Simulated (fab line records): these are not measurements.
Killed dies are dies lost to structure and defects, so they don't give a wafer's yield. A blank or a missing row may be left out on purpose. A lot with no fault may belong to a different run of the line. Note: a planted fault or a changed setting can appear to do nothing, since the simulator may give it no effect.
Chamber matching / flow nand_harc / NHARC_A_STAIRCASE_ETCH_234 on rie_diel-05 has 4 sister chambers
The step etches the open film in C4F8/O2, target depth 100 nm, time 40.5 s. 4 wafers are shown with their chamber, then 8 later ones without.

WAFERS PAIRED WITH THEIR CHAMBERS
wafer=L471.1; chamber=3; rf_vpp_V (V)=890
wafer=L471.3; chamber=0; rf_vpp_V (V)=889
wafer=L482.5; chamber=2; rf_vpp_V (V)=897
wafer=L483.3; chamber=1; rf_vpp_V (V)=898

WAFERS WITH NO CHAMBER GIVEN
wafer=L483.4; rf_vpp_V (V)=890
wafer=L483.5; rf_vpp_V (V)=891
wafer=L485.1; rf_vpp_V (V)=889
wafer=L485.2; rf_vpp_V (V)=897
wafer=L485.3; rf_vpp_V (V)=898
wafer=L486.2; rf_vpp_V (V)=891
wafer=L486.3; rf_vpp_V (V)=898
wafer=L486.6; rf_vpp_V (V)=899

CHAMBER TAKEN BY EACH
wafer=L483.4; from the rows above=can't be placed: 3 or 0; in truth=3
wafer=L483.5; from the rows above=can't be placed: 3 or 0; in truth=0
wafer=L485.1; from the rows above=can't be placed: 0 or 3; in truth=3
wafer=L485.2; from the rows above=can't be placed: 2 or 1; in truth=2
wafer=L485.3; from the rows above=can't be placed: 1 or 2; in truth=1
wafer=L486.2; from the rows above=can't be placed: 3 or 0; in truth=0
wafer=L486.3; from the rows above=can't be placed: 1 or 2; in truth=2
wafer=L486.6; from the rows above=can't be placed: 1 or 2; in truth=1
Placed correctly: 0 of 8. Can't be placed from these rows: 8 (the true chamber is among the candidates in 8). Number placed wrongly: 0.
How it was worked out, from the rows above alone: a wafer's distance from a chamber is the root of the sum, over the readings, of the square of ((its reading less the chamber's mean) divided by the reading's scatter). The wafer belongs to the nearest chamber; if the next one is less than 2 further off, it can't be placed. The mean given for a chamber averages the wafers shown for that chamber. The scatter: root of mean squared gap, hidden wafer to nearest shown wafer, with one shown wafer a chamber.
